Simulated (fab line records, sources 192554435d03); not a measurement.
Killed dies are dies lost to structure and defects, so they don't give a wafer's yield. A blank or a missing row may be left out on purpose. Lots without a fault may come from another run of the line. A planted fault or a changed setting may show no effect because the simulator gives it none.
Chamber matching | flow n5_finfet | N5_MOL_CONTACT_COAG_ALD_131 on ald_sin-02: 4 sister chambers
The step deposits SiO2, target thk 5 nm, pulse time 1 s, co reactant pulse time 1 s. 14 wafers are shown with their chamber, then 7 later ones without.

WAFERS WITH THEIR CHAMBER
wafer  | chamber | heater_power_w (W) | precursor_pulse_height_rel
L075.1 | 2       | 81                 | 1.000
L075.2 | 0       | 77                 | 0.997
L075.5 | 2       | 79                 | 1.035
L076.1 | 2       | 82                 | 0.996
L076.2 | 3       | 81                 | 0.995
L076.5 | 2       | 81                 | 0.980
L085.2 | 3       | 82                 | 1.014
L085.4 | 1       | 83                 | 1.001
L085.5 | 2       | 81                 | 1.028
L089.1 | 3       | 83                 | 1.029
L089.5 | 1       | 83                 | 0.993
L089.6 | 2       | 80                 | 1.009
L088.1 | 2       | 79                 | 0.977
L088.3 | 3       | 80                 | 0.985

SIGNATURES (means of the wafers above)
reading                    | chamber 0 | chamber 1 | chamber 2 | chamber 3 | scatter within a chamber
heater_power_w             | 77.00     | 83.00     | 80.43     | 81.50     | 1.13
precursor_pulse_height_rel | 0.99700   | 0.99700   | 1.00357   | 1.00575   | 0.0203
Rule: a wafer's distance from a chamber is the root of the sum, over the readings, of the square of ((its reading less the chamber's mean) divided by the reading's scatter). The wafer belongs to the nearest chamber; if the next one is less than 2 further off, it can't be placed. The scatter: the root of (the sum of the squares of (reading less its chamber's mean) over the shown wafers, divided by (wafers less chambers)).

WAFERS WITHOUT THEIR CHAMBER
wafer  | heater_power_w (W) | precursor_pulse_height_rel
L088.5 | 80                 | 1.010
L091.2 | 83                 | 1.009
L091.3 | 81                 | 1.009
L091.4 | 77                 | 1.000
L097.1 | 82                 | 0.971
L097.3 | 78                 | 0.994
L097.6 | 81                 | 0.958

WHICH CHAMBER EACH WENT THROUGH
wafer  | from the rows above               | in truth
L088.5 | can't be placed: 2 or 3           | 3
L091.2 | can't be placed: 1 or 3 or 2      | 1
L091.3 | can't be placed: 3 or 2 or 1      | 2
L091.4 | 0                                 | 0
L097.1 | can't be placed: 1 or 3 or 2      | 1
L097.3 | can't be placed: 0 or 2           | 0
L097.6 | can't be placed: 2 or 3 or 1 or 0 | 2
Placed correctly: 1 of 7. Can't be placed from these rows: 6 (the true chamber is among the candidates in 6). Placed wrongly: 0.
